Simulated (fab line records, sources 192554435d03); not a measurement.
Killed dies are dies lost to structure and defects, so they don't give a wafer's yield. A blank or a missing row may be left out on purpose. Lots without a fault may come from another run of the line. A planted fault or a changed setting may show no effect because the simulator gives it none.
fab line records | flow n5_finfet
record lots=11 wafers=33 last_day=18
route steps=1938 shown WELL_APT@45 PMOS_HMC_CHANNEL_EPI@68 FIN_SAQP@112 PASSIVATION@1936
lots that met no fault: from a run of the same line without faults
start_h: hours from the record's first day to the start of the lot's first wafer shown | wait_h: hours since the lot's step before | " the same as in the row above | L1.1+2: a row that stands for several wafers | - no value, or no start given | * or withheld: withheld | < > ~ a bound
route shown NAME@n: a module of which the file shows steps, and the number in the route of the first | usual: mean/standard deviation of fault-free wafers | same: alike in all rows | chamber/n: place in a boat | sites: the reading at each site | _std_site: their standard deviation | _edge_site: outer sites' mean less inner sites' | radius_mm: how far each site lies from the wafer's centre | mask NAME#n: copy n | behind: the tool/chamber that last shaped the wafer | hold: why the lot was held/for how many hours/how that ended | device: the transistor (n, p or np) that didn't switch | end of line: the same wafers' tests at the end of the route | a step without rows: its recipe alone | killed: dies lost to structure and defects at the first sort, not the wafer's yield | map: a wafer's dies, x killed, . not, _ none there
set.NAME: the setting as run; set.NAME@STEP: as run at that earlier step | model.NAME: the simulator's own value behind a step, which no gauge read
steps of the route over a sample of lots; a table a step, a row a wafer
services: from which hour (start_h, from the record's first day; less than 0 if before it) a tool's chamber was out of use, for how many hours, and why
## steps
# step N5_WELL_APT_INSPECT_27
# recipe mode=adi inspect_instrument=macro
# usual raw_defect_count=2.2/1.5
# columns lot.wafer tool chamber start_h wait_h raw_defect_count
L518.1 defect_inspect-01 - 15.25 0.0 0
L518.4 " - " " 2
L518.6 " - " " 0
L522.2 defect_inspect-02 - 38.77 0.0 3
L522.3 " - " " 0
L522.5 " - " " 6
L523.1 defect_inspect-01 - 44.88 0.0 3
L523.5 " - " " 4
L523.6 " - " " 2
L526.2 defect_inspect-02 - 62.76 0.0 2
L526.3 " - " " 4
L526.4 " - " " 3
L534.3 defect_inspect-01 - 110.74 0.0 1
L534.4 " - " " 2
L534.6 " - " " 2
L535.2 defect_inspect-01 - 117.14 0.0 0
L535.3 " - " " 2
L535.5 " - " " 1
L537.3 defect_inspect-01 - 129.28 0.0 2
L537.5 " - " " 1
L537.6 " - " " 3
L538.2 defect_inspect-02 - 135.28 0.0 3
L538.3 " - " " 1
L538.6 " - " " 0
L539.2 defect_inspect-02 - 141.30 0.0 2
L539.5 " - " " 1
L539.6 " - " " 1
L540.4 defect_inspect-02 - 146.77 0.0 2
L540.5 " - " " 3
L540.6 " - " " 3
L541.2 defect_inspect-02 - 153.23 0.0 4
L541.3 " - " " 2
L541.6 " - " " 0
# step N5_PMOS_HMC_CHANNEL_EPI_DESCUM_14
# recipe chemistry=O2 time_s=7.9 source_power_w=50 bias_power_w=20 pressure_mtorr=20 rf_frequency_hz=2.712e+07 temp_c=40 resist=CAR-ArF-block o2_flow_sccm=225
# usual drypump_motor_current_A=5.8/0.47 oes_product_au=0.80/0.095 rf_vpp_V=243.2/1.1 showerhead_plenum_p_Torr=2.10/0.055 throttle_valve_pct=20.36/0.19
# columns lot.wafer tool chamber start_h wait_h drypump_motor_current_A oes_product_au rf_hours_counter_h rf_vpp_V showerhead_plenum_p_Torr throttle_valve_pct
L518.1 rie_diel-01 1 17.56 0.0 5.4 0.68 243 242.4 2.07 20.54
L518.4 " 3 " " 6.1 0.68 249 244.2 2.14 20.58
L518.6 " 2 " " 5.2 0.72 - 242.5 2.08 20.48
L522.2 rie_diel-03 0 41.17 0.1 6.1 0.92 19 243.4 2.12 20.33
L522.3 " 2 " " 5.8 0.85 64 242.8 2.12 20.16
L522.5 " 0 " " 6.1 0.92 - 242.9 2.12 20.32
L523.1 rie_diel-01 1 47.28 0.2 5.4 0.68 253 243.4 2.07 20.56
L523.5 " 2 " " 5.2 0.71 - 243.3 2.08 20.51
L523.6 " 3 " " 6.0 0.97 - 243.4 2.14 20.25
L526.2 rie_diel-01 2 65.58 0.0 5.3 0.70 251 244.2 2.07 20.51
L526.3 " 0 " " 5.5 0.69 256 242.9 2.05 20.53
L526.4 " 0 " " 5.5 0.69 - 242.2 2.05 20.54
L534.3 rie_diel-03 0 113.30 0.0 6.1 0.86 41 243.2 2.11 20.36
L534.4 " 1 " " 6.6 0.77 136 243.1 2.07 20.26
L534.6 " 1 " " 6.6 0.77 - 243.1 2.07 20.25
L535.2 rie_diel-05 3 119.21 0.0 5.8 0.74 184 242.4 2.19 20.83
L535.3 " 2 " " 5.0 0.88 50 242.8 2.03 20.36
L535.5 " 2 " " 5.0 0.88 - 243.5 2.03 20.34
L537.3 rie_diel-05 1 131.62 0.0 5.9 0.67 233 245.2 2.15 20.30
L537.5 " 2 " " 5.1 0.87 - 242.5 2.03 20.36
L537.6 " 3 " " 5.8 0.74 - 245.4 2.19 20.82
L538.2 rie_diel-05 1 137.84 0.0 5.9 0.67 235 243.3 2.15 20.31
L538.3 " 0 " " 5.1 0.72 175 240.4 2.02 20.42
L538.6 " 1 " " 5.9 0.67 - 243.2 2.15 20.31
L539.2 rie_diel-05 1 143.53 0.0 6.0 0.67 236 244.0 2.15 20.32
L539.5 " 2 " " 5.0 0.87 - 240.9 2.03 20.36
L539.6 " 1 " " 5.9 0.67 - 245.7 2.15 20.30
L540.4 rie_diel-05 2 149.04 0.0 5.0 0.85 59 242.2 2.03 20.36
L540.5 " 2 " " 5.0 0.86 - 242.0 2.03 20.35
L540.6 " 3 " " 5.8 0.72 - 244.7 2.18 20.83
L541.2 rie_diel-03 0 155.67 0.2 6.0 0.85 52 244.0 2.11 20.37
L541.3 " 2 " " 5.8 0.78 100 243.4 2.11 20.23
L541.6 " 3 " " 6.6 0.91 - 244.9 2.23 20.29
# step N5_PMOS_HMC_CHANNEL_EPI_FIN_RECESS_16
# recipe chemistry=HBr/Cl2 target=Si mask_material=SiO2 target_depth_a=540 time_s=18 pressure_mtorr=10 icp_w=800 bias_w=75 HBr_flow_sccm=150 Cl2_flow_sccm=80
# usual HBr_flow_sccm=150.0/0.45 bias_w=75.00/0.24 drypump_motor_current_A=5.9/0.35 mfc_cl2_sccm=80.00/0.23 oes_product_au=0.999/0.016 throttle_valve_pct=35.4/0.35
# columns lot.wafer tool chamber start_h wait_h HBr_flow_sccm bias_w drypump_motor_current_A mfc_cl2_sccm oes_product_au rf_hours_counter_h throttle_valve_pct
L518.1 rie_si-05 0 18.22 0.0 150.7 75.01 5.2 80.04 0.998 1 35.5
L518.4 " 3 " " 150.2 74.94 5.8 80.00 0.964 156 36.2
L518.6 " 2 " " 150.2 74.91 6.4 79.80 1.000 - 35.4
L522.2 rie_si-04 3 41.65 0.0 149.6 74.66 5.7 80.26 1.001 27 35.1
L522.3 " 0 " " 150.4 75.06 5.5 79.97 1.001 40 35.8
L522.5 " 0 " " 150.2 74.71 5.5 80.20 0.990 - 35.8
L523.1 rie_si-04 2 47.73 0.0 150.1 75.30 5.9 79.76 0.997 140 35.1
L523.5 " 1 " " 150.1 75.53 5.9 80.39 0.997 - 35.1
L523.6 " 2 " " 150.3 75.08 5.9 80.01 0.987 - 35.1
L526.2 rie_si-04 3 66.03 0.0 150.0 74.81 5.7 80.17 1.015 27 35.1
L526.3 " 0 " " 150.3 75.23 5.5 80.59 1.015 40 35.7
L526.4 " 1 " " 149.6 74.60 5.9 80.00 1.000 99 35.1
L534.3 rie_si-04 2 113.75 0.0 - - - - - - -
L534.4 " 2 " " - - - - - - -
L534.6 " 0 " " - - - - - - -
L535.2 rie_si-05 3 119.66 0.0 - - - - - - -
L535.3 " 1 " " - - - - - - -
L535.5 " 1 " " - - - - - - -
L537.3 rie_si-05 3 132.07 0.0 150.1 75.03 5.8 79.98 0.960 158 36.2
L537.5 " 1 " " 150.7 74.96 6.2 80.19 0.998 - 35.4
L537.6 " 0 " " 149.8 74.80 5.3 79.54 1.001 - 35.5
L538.2 rie_si-05 0 138.29 0.0 149.3 75.11 5.2 79.63 0.995 4 35.5
L538.3 " 3 " " 150.6 74.68 5.9 80.32 0.950 158 36.2
L538.6 " 1 " " 150.4 75.23 6.1 80.27 1.004 - 35.4
L539.2 rie_si-06 0 143.99 0.0 149.9 75.38 5.2 80.16 1.042 38 35.5
L539.5 " 0 " " 150.3 74.89 5.2 80.38 1.026 - 35.5
L539.6 " 3 " " 150.5 75.32 6.3 80.05 1.007 - 35.1
L540.4 rie_si-05 3 149.49 0.0 149.9 75.24 5.8 80.20 0.963 158 36.2
L540.5 " 1 " " 149.5 74.89 6.2 79.74 1.004 - 35.4
L540.6 " 2 " " 150.2 74.94 6.4 79.79 1.013 - 35.4
L541.2 rie_si-04 1 156.12 0.0 150.5 74.97 5.9 80.01 1.003 100 35.1
L541.3 " 3 " " 150.2 75.16 5.7 80.14 1.015 29 35.1
L541.6 " 2 " " 150.0 75.06 5.9 80.18 0.987 - 35.1
# step N5_PMOS_HMC_CHANNEL_EPI_EPI_26
# recipe material=Si target_thk_a=38 temp_c=650 precursor=SiH4/H2 pressure_torr=20 time_s=22.7
# usual throttle_valve_pct=11.8/0.38
# columns lot.wafer tool chamber start_h wait_h throttle_valve_pct
L518.1 epi_rpcvd-02 0 20.26 0.0 12.3
L518.4 " 0 " " 12.2
L518.6 " 0 " " 12.4
L522.2 epi_rpcvd-03 0 43.83 0.1 11.4
L522.3 " 0 " " 11.7
L522.5 " 0 " " 11.9
L523.1 epi_rpcvd-04 0 50.04 0.0 11.5
L523.5 " 0 " " 11.6
L523.6 " 0 " " 11.3
L526.2 epi_rpcvd-04 0 68.39 0.1 11.7
L526.3 " 0 " " 11.4
L526.4 " 0 " " 11.3
L534.3 epi_rpcvd-04 0 115.76 0.1 11.4
L534.4 " 0 " " 11.4
L534.6 " 0 " " 11.6
L535.2 epi_rpcvd-02 0 121.63 0.1 12.2
L535.3 " 0 " " 12.3
L535.5 " 0 " " 12.3
L537.3 epi_rpcvd-04 0 134.09 0.1 11.8
L537.5 " 0 " " 11.6
L537.6 " 0 " " 11.3
L538.2 epi_rpcvd-03 0 140.67 0.1 11.8
L538.3 " 0 " " 11.5
L538.6 " 0 " " 11.6
L539.2 epi_rpcvd-04 0 146.37 0.1 11.5
L539.5 " 0 " " 11.3
L539.6 " 0 " " 11.7
L540.4 epi_rpcvd-04 0 151.60 0.2 11.2
L540.5 " 0 " " 11.6
L540.6 " 0 " " 11.4
L541.2 epi_rpcvd-02 0 158.11 0.1 12.2
L541.3 " 0 " " 12.3
L541.6 " 0 " " 12.4
# step N5_FIN_SAQP_OVL_MEAS_17
# recipe points_per_wafer=44
# usual FIN_CORE_OVL=-0.1/0.79
# columns lot.wafer tool chamber start_h wait_h FIN_CORE_OVL[nm]
L518.1 overlay-01 0 22.16 0.0 -0.8
L518.4 " 0 " " -2.1
L518.6 " 0 " " -0.3
L522.2 overlay-01 0 46.28 0.0 0.8
L522.3 " 0 " " 1.4
L522.5 " 0 " " 0.2
L523.1 overlay-01 0 51.70 0.0 0.1
L523.5 " 0 " " -0.4
L523.6 " 0 " " -0.6
L526.2 overlay-01 0 70.15 0.0 -0.5
L526.3 " 0 " " -1.0
L526.4 " 0 " " 0.6
L534.3 overlay-01 0 117.27 0.0 -
L534.4 " 0 " " -
L534.6 " 0 " " -
L535.2 overlay-01 0 124.12 0.0 -
L535.3 " 0 " " -
L535.5 " 0 " " -
L537.3 overlay-01 0 135.73 0.0 0.7
L537.5 " 0 " " 0.4
L537.6 " 0 " " 1.5
L538.2 overlay-02 0 142.31 0.0 0.3
L538.3 " 0 " " 0.5
L538.6 " 0 " " 1.3
L539.2 overlay-01 0 148.08 0.0 -0.7
L539.5 " 0 " " 0.0
L539.6 " 0 " " -1.1
L540.4 overlay-01 0 153.28 0.0 0.1
L540.5 " 0 " " -0.3
L540.6 " 0 " " 0.2
L541.2 overlay-01 0 159.97 0.0 -0.5
L541.3 " 0 " " -0.1
L541.6 " 0 " " 0.0
# step N5_PASSIVATION_PROBE_49
# usual killed_at_M0_to_M3=32/11 killed_at_M4_up=12/4.4 killed_at_contacts=13/6.1 killed_at_front_end=39/12 killed_at_other=3.9/3 killed_dies=100/17 killed_open=66/12 killed_short=33/7.4
# same gross_dies=1180 killed_at_back_side=0
# columns lot.wafer tool chamber start_h wait_h killed_at_M0_to_M3 killed_at_M4_up killed_at_contacts killed_at_front_end killed_at_other killed_dies killed_open killed_short
L535.2 prober-02 - 378.28 0.1 33 7 13 34 2 89 57 31
L535.3 prober-02 - 378.33 0.1 31 14 9 39 8 101 62 36
# killed by level:class
L535.2 STI_FIN_REVEAL:geometric_particle:open=12 BEOL_M2:geometric_particle:open=9 MOL_CONTACT_COAG:geometric_particle:open=8 FIN_SAQP:geometric_particle:short=6 MOL_CONTACT_COAG:geometric_particle:short=4 BEOL_M0_SAQP:geometric_particle:short=4 BEOL_M0_SAQP:geometric_particle:open=4 BEOL_M1:geometric_particle:open=4
L535.3 FIN_SAQP:geometric_particle:open=10 BEOL_M0_SAQP:geometric_particle:open=10 BEOL_M4:geometric_particle:open=8 GATE_CUT:geometric_particle:short=7 MOL_CONTACT_COAG:geometric_particle:open=7 BEOL_M0_SAQP:geometric_particle:short=7 FIN_SAQP:geometric_particle:short=5 STI_FIN_REVEAL:geometric_particle:open=5
## services
# columns tool chamber start_h hours kind
rie_diel-01 1 20.02 4.9 repair
rie_diel-01 3 25.07 - clean
rie_diel-01 3 25.07 - consumable_replace:focus_ring
rie_diel-01 3 25.07 14.9 scheduled_down
rie_diel-01 3 25.07 14.9 vent_cycle
rie_diel-03 3 45.74 - clean
rie_diel-03 3 45.74 - consumable_replace:focus_ring
rie_diel-03 3 45.74 - consumable_replace:showerhead
rie_diel-03 3 45.74 30.3 scheduled_down
rie_diel-03 3 45.74 30.3 vent_cycle
rie_diel-01 1 50.43 1.8 repair
rie_diel-01 0 50.97 8.6 repair
rie_diel-05 2 52.48 3.9 repair
rie_si-06 0 74.82 4.1 repair
rie_diel-01 2 76.26 18.7 repair
rie_diel-05 3 77.89 10.9 repair
rie_diel-03 0 77.97 4.1 repair
rie_diel-01 3 87.47 5.0 repair
rie_si-04 1 91.15 37.1 repair
rie_diel-01 - 116.47 2.8 pm
rie_diel-05 0 118.41 3.1 repair
epi_rpcvd-03 - 121.96 14.6 pm
rie_diel-03 - 134.45 2.8 pm
rie_diel-05 - 139.00 2.8 pm
## key
first_sign step=N5_PMOS_HMC_CHANNEL_EPI_FIN_RECESS_16 reading=tool_record direction=missing
effect step=N5_FIN_SAQP_OVL_MEAS_17 reading=FIN_CORE_OVL direction=missing
met_at N5_PMOS_HMC_CHANNEL_EPI_FIN_RECESS_16
struck_lots L534,L535
tester_left_out L534,L535
not_acting_at N5_WELL_APT_INSPECT_27,N5_PMOS_HMC_CHANNEL_EPI_DESCUM_14,N5_PMOS_HMC_CHANNEL_EPI_EPI_26
onset_between 66.03 113.75
fault kind=skipped_step_whole tool=rie_si-04,rie_si-05 chamber=- onset_h=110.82 steps=N5_PMOS_HMC_CHANNEL_EPI_FIN_RECESS_16 scope=struck_lots_only
# tester_left_out: of these lots the tester's yield and bins aren't shown, on N5 and GAA mostly nor the transistor test; their killed dies are dies lost to structure and defects alone, not to doping, threshold or leakage, so they don't give the yield
